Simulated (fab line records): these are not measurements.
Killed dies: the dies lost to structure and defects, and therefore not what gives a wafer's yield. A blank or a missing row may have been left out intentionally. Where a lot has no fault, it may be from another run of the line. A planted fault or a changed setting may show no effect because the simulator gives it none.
The tool behind it: which one? / flow n5-finfet / Sampling: 10 lots, 30 wafers, 5 of 1938 route steps

== WHAT THE GAUGES SHOWED, per wafer ==
N5_SPACER0_INSPECT_04: inspects for defects (darkfield).
lot=L075; measured=day 3 16:30; on=defect-inspect-02; raw-defect-count=141 109 110
lot=L077; measured=day 4 03:56; on=defect-inspect-01; raw-defect-count=116 128 104
lot=L079; measured=day 4 13:45; on=defect-inspect-02; raw-defect-count=188 181 174
lot=L081; measured=day 4 20:06; on=defect-inspect-01; raw-defect-count=118 141 195
lot=L083; measured=day 5 04:50; on=defect-inspect-01; raw-defect-count=144 180 145
lot=L086; measured=day 6 05:28; on=defect-inspect-02; raw-defect-count=179 162 101
lot=L089; measured=day 7 00:43; on=defect-inspect-02; raw-defect-count=127 136 119
lot=L092; measured=day 7 13:58; on=defect-inspect-01; raw-defect-count=89 93 98
lot=L094; measured=day 8 01:53; on=defect-inspect-01; raw-defect-count=202 111 81
lot=L096; measured=day 8 14:11; on=defect-inspect-02; raw-defect-count=173 130 133

== EACH LOT AND THE TOOL THAT RAN IT (in order: tool; ch and the chambers of the sampled wafers; start) ==
lot=L075; N5_FIN_SAQP_ETCH_52=rie-diel-05 ch 1,2,3, day 2 03:22; N5_FIN_SAQP_STRIP_77=rie-diel-01 ch 0,2, day 2 07:16; N5_FIN_CUT_ETCH_20=rie-diel-06 ch 0,1,3, day 2 08:25; N5_FIN_CUT_STRIP_24=rie-diel-06 ch 0,1,3, day 2 08:46
lot=L077; N5_FIN_SAQP_ETCH_52=rie-diel-05 ch 1,2,3, day 2 17:07; N5_FIN_SAQP_STRIP_77=rie-diel-01 ch 0,1,3, day 2 20:45; N5_FIN_CUT_ETCH_20=rie-diel-04 ch 0,1, day 2 21:47; N5_FIN_CUT_STRIP_24=rie-diel-04 ch 0,1, day 2 22:09
lot=L079; N5_FIN_SAQP_ETCH_52=rie-diel-05 ch 0,2, day 3 04:02; N5_FIN_SAQP_STRIP_77=rie-diel-03 ch 0,3, day 3 07:48; N5_FIN_CUT_ETCH_20=rie-diel-04 ch 0,2,3, day 3 08:44; N5_FIN_CUT_STRIP_24=rie-diel-04 ch 0,2,3, day 3 09:05
lot=L081; N5_FIN_SAQP_ETCH_52=rie-diel-01 ch 0,1,2, day 3 15:22; N5_FIN_SAQP_STRIP_77=rie-diel-01 ch 1,2, day 3 19:18; N5_FIN_CUT_ETCH_20=rie-diel-04 ch 2,3, day 3 20:20; N5_FIN_CUT_STRIP_24=rie-diel-04 ch 2,3, day 3 20:43
lot=L083; N5_FIN_SAQP_ETCH_52=rie-diel-03 ch 0,1, day 4 03:51; N5_FIN_SAQP_STRIP_77=rie-diel-05 ch 0,1,2, day 4 07:32; N5_FIN_CUT_ETCH_20=rie-diel-06 ch 1,2,3, day 4 08:28; N5_FIN_CUT_STRIP_24=rie-diel-06 ch 1,2,3, day 4 08:50
lot=L086; N5_FIN_SAQP_ETCH_52=rie-diel-03 ch 2,3, day 5 00:41; N5_FIN_SAQP_STRIP_77=rie-diel-03 ch 0,1, day 5 06:20; N5_FIN_CUT_ETCH_20=rie-diel-06 ch 1,3, day 5 07:17; N5_FIN_CUT_STRIP_24=rie-diel-06 ch 1,3, day 5 07:38
lot=L089; N5_FIN_SAQP_ETCH_52=rie-diel-01 ch 0,2, day 5 18:10; N5_FIN_SAQP_STRIP_77=rie-diel-01 ch 0,3, day 5 23:01; N5_FIN_CUT_ETCH_20=rie-diel-06 ch 2,3, day 6 01:07; N5_FIN_CUT_STRIP_24=rie-diel-06 ch 2,3, day 6 01:29
lot=L092; N5_FIN_SAQP_ETCH_52=rie-diel-03 ch 0,1,3, day 6 10:49; N5_FIN_SAQP_STRIP_77=rie-diel-03 ch 0,1,2, day 6 14:40; N5_FIN_CUT_ETCH_20=rie-diel-02 ch 1,2,3, day 6 17:34; N5_FIN_CUT_STRIP_24=rie-diel-02 ch 1,2,3, day 6 17:56
lot=L094; N5_FIN_SAQP_ETCH_52=rie-diel-01 ch 0,1,3, day 7 00:54; N5_FIN_SAQP_STRIP_77=rie-diel-05 ch 0,2, day 7 04:39; N5_FIN_CUT_ETCH_20=rie-diel-02 ch 0,1,2, day 7 05:35; N5_FIN_CUT_STRIP_24=rie-diel-02 ch 0,1,2, day 7 05:56
lot=L096; N5_FIN_SAQP_ETCH_52=rie-diel-03 ch 0,1, day 7 12:44; N5_FIN_SAQP_STRIP_77=rie-diel-03 ch 2,3, day 7 16:52; N5_FIN_CUT_ETCH_20=rie-diel-06 ch 2,3, day 7 17:55; N5_FIN_CUT_STRIP_24=rie-diel-06 ch 2,3, day 7 18:17
- N5_FIN_SAQP_ETCH_52: etches SOC in N2/H2, target depth 100 nm, overetch 20 nm, time 150 s.
- N5_FIN_SAQP_STRIP_77: strips in N2/H2, time 90 s.
- N5_FIN_CUT_ETCH_20: etches SiARC in CF4, target depth 26 nm, time 43.3 s.
- N5_FIN_CUT_STRIP_24: strips in CF4.

== THE ANSWER, worked out from the rows above alone ==
Rule: the lots themselves supply what counts as usual. The widest of any qualifying gaps counts: lots, ordered by their means at a reading, are off when they make up no more than a third of the lots, leave a main group of 4 or more, and stand apart from it by 3 or more times the standard deviation of that group's means. Not used: any main group whose means are identical at the precision the tables above print for the reading. Also off: a lot with no number at a reading for which 4 or more lots have one. The other lots that the step has rows for count as sound.
Nothing can be told from this: no lot is off at any reading shown.

== WHAT THE SIMULATOR HAD INSERTED ==
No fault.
